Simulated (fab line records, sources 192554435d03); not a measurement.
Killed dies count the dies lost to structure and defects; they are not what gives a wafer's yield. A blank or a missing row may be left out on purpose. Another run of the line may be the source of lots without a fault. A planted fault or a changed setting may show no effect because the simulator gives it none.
Which tool did it?    flow n5 finfet    36 wafers from 12 lots sampled at 6 of the route's 1938 steps

WHAT THE GAUGES READ, wafer by wafer
N5_BEOL_M10_CD_MEAS_35 targets a cd of 70 nm.
lot   measured      on         cd nm (nm)
L075  day 10 19:04  cd sem-01  70.1 70.1 70.4
L078  day 12 20:56  cd sem-03  70.5 69.3 69.9
L083  day 13 10:25  cd sem-01  70.3 68.5 70.4
L081  day 13 15:38  cd sem-02  71.0 70.6 70.2
L082  day 14 02:17  cd sem-02  71.8 69.1 70.0
L086  day 14 19:01  cd sem-02  70.1 69.9 69.7
L088  day 15 03:32  cd sem-02  69.4 69.7 69.5
L091  day 15 15:38  cd sem-03  70.0 70.3 69.8
L093  day 16 09:30  cd sem-03  71.2 70.0 70.7
L094  day 16 18:47  cd sem-03  71.0 70.5 70.9
L095  day 17 01:39  cd sem-02  69.5 71.0 71.2
L097  day 17 20:48  cd sem-02  69.1 70.8 69.2

WHICH TOOL RAN EACH LOT (tool, then ch and the chambers of the sampled wafers, then the start)
lot   N5_BEOL_M9_CURE_72             N5_BEOL_M9_ANNEAL_51              N5_BEOL_M9_DEP_56                N5_BEOL_M10_ILD_DEP_00           N5_BEOL_M10_DESCUM_33
L075  uv cure-03 ch 2, day 10 09:00  rtp anneal-02 ch 0, day 10 12:08  pecvd-03 ch 0,2, day 10 12:49    pecvd-03 ch 0,1, day 10 12:58    rie diel-04 ch 0,1,3, day 10 18:25
L078  uv cure-02 ch 2, day 12 11:35  rtp anneal-02 ch 0, day 12 13:41  pecvd-04 ch 0,1, day 12 14:18    pecvd-03 ch 0,1, day 12 14:26    rie diel-03 ch 0,2,3, day 12 20:17
L083  uv cure-02 ch 1, day 12 23:28  rtp anneal-01 ch 0, day 13 01:23  pecvd-02 ch 0,2, day 13 02:03    pecvd-04 ch 0,1, day 13 02:11    rie diel-02 ch 2,3, day 13 09:37
L081  uv cure-01 ch 0, day 13 10:17  rtp anneal-01 ch 0, day 13 11:35  pecvd-03 ch 0,1, day 13 12:14    pecvd-03 ch 1,2, day 13 12:23    rie diel-02 ch 0,1,3, day 13 14:59
L082  uv cure-03 ch 0, day 13 18:49  rtp anneal-01 ch 0, day 13 20:18  pecvd-02 ch 1,2, day 13 20:58    pecvd-03 ch 0,1,2, day 13 21:08  rie diel-02 ch 1,2,3, day 14 01:38
L086  uv cure-03 ch 0, day 14 11:01  rtp anneal-01 ch 0, day 14 13:47  pecvd-04 ch 0,2, day 14 14:26    pecvd-03 ch 0,1,2, day 14 14:35  rie diel-04 ch 0,1,2, day 14 18:23
L088  uv cure-02 ch 1, day 14 18:59  rtp anneal-01 ch 0, day 14 20:28  pecvd-02 ch 1,2, day 14 21:07    pecvd-01 ch 0,1, day 14 21:15    rie diel-02 ch 0,1,2, day 15 02:53
L091  uv cure-01 ch 2, day 15 07:55  rtp anneal-01 ch 0, day 15 09:16  pecvd-03 ch 0,1,2, day 15 09:55  pecvd-04 ch 0,1,2, day 15 10:03  rie diel-03 ch 1,2, day 15 14:52
L093  uv cure-02 ch 1, day 16 01:22  rtp anneal-02 ch 0, day 16 03:50  pecvd-03 ch 0,2, day 16 04:29    pecvd-01 ch 0,2, day 16 04:37    rie diel-04 ch 0,2, day 16 08:50
L094  uv cure-01 ch 2, day 16 11:39  rtp anneal-01 ch 0, day 16 14:01  pecvd-04 ch 1,2, day 16 14:47    pecvd-03 ch 0,1, day 16 14:55    rie diel-02 ch 1,2,3, day 16 18:08
L095  uv cure-02 ch 1, day 16 18:16  rtp anneal-01 ch 0, day 16 19:37  pecvd-03 ch 1,2, day 16 20:16    pecvd-03 ch 1,2, day 16 20:24    rie diel-02 ch 2,3, day 17 01:00
L097  uv cure-01 ch 0, day 17 12:31  rtp anneal-01 ch 0, day 17 14:06  pecvd-04 ch 0,2, day 17 14:46    pecvd-04 ch 0,2, day 17 14:56    rie diel-03 ch 0,1,3, day 17 20:09
- N5_BEOL_M9_CURE_72: cures SiCOH lowk, time 120 s.
- N5_BEOL_M9_ANNEAL_51: time 90 s.
- N5_BEOL_M9_DEP_56: deposits SiCN from 3MS/NH3, target thk 15 nm, time 26.5 s.
- N5_BEOL_M10_ILD_DEP_00: deposits SiCOH lowk from DEMS/porogen, target thk 308.51 nm, time 58 s.
- N5_BEOL_M10_DESCUM_33: chemistry O2, time 7.9 s.

THE ANSWER, worked out from the rows above alone
Rule: usual is defined by the lots themselves. The widest of any qualifying gaps counts: lots, ordered by their means at a reading, are off when they make up no more than a third of the lots, leave a main group of 4 or more, and stand apart from it by 3 or more times the standard deviation of that group's means. A main group whose means are all the same, to the digits that the tables above print for the reading, isn't used. A lot without any number at a reading at which 4 lots or more have one is off too. The other lots that the step has rows for count as sound.
Nothing can be told from this: no lot is off at any reading shown.

WHAT THE SIMULATOR PUT IN
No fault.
